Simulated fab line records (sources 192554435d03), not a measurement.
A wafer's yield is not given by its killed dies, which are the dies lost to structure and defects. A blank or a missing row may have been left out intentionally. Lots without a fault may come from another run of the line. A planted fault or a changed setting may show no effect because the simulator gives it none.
Matching of chambers / flow n5Finfet / N5_BEOL_M2_DEP_57 on pecvd-03: 3 sister chambers
The step deposits SiCN from 3MS/NH3, target thk 8 nm, time 14 s. 3 wafers are shown with their chamber, then 7 later ones without.

== EACH WAFER AND ITS CHAMBER ==
wafer=L089.6; chamber=0; showerheadPlenumPTorr (Torr)=3.691
wafer=L094.1; chamber=2; showerheadPlenumPTorr (Torr)=3.639
wafer=L094.4; chamber=1; showerheadPlenumPTorr (Torr)=3.674

== WAFERS WITHOUT THEIR CHAMBER ==
wafer=L094.6; showerheadPlenumPTorr (Torr)=3.640
wafer=L096.2; showerheadPlenumPTorr (Torr)=3.675
wafer=L096.4; showerheadPlenumPTorr (Torr)=3.638
wafer=L096.6; showerheadPlenumPTorr (Torr)=3.691
wafer=L095.1; showerheadPlenumPTorr (Torr)=3.677
wafer=L095.3; showerheadPlenumPTorr (Torr)=3.676
wafer=L095.4; showerheadPlenumPTorr (Torr)=3.672

== WHICH CHAMBER EACH WENT THROUGH ==
wafer=L094.6; from the rows above=2; in truth=2
wafer=L096.2; from the rows above=1; in truth=1
wafer=L096.4; from the rows above=2; in truth=2
wafer=L096.6; from the rows above=0; in truth=0
wafer=L095.1; from the rows above=1; in truth=1
wafer=L095.3; from the rows above=1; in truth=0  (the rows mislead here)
wafer=L095.4; from the rows above=1; in truth=1
Correctly placed: 6 of 7. Can't be placed from these rows: 0. 1 placed wrongly.
How it was worked out, from the rows above alone: a wafer's distance from a chamber is the root of the sum, over the readings, of the square of ((its reading less the chamber's mean) divided by the reading's scatter). If the next closest chamber is less than 2 further off than the closest, the wafer can't be placed; otherwise it belongs to the closest. Each chamber's mean is taken over the wafers shown for it. The scatter (one wafer shown for each chamber): square how far every hidden wafer sits from the nearest shown wafer, average those squares and take the square root.
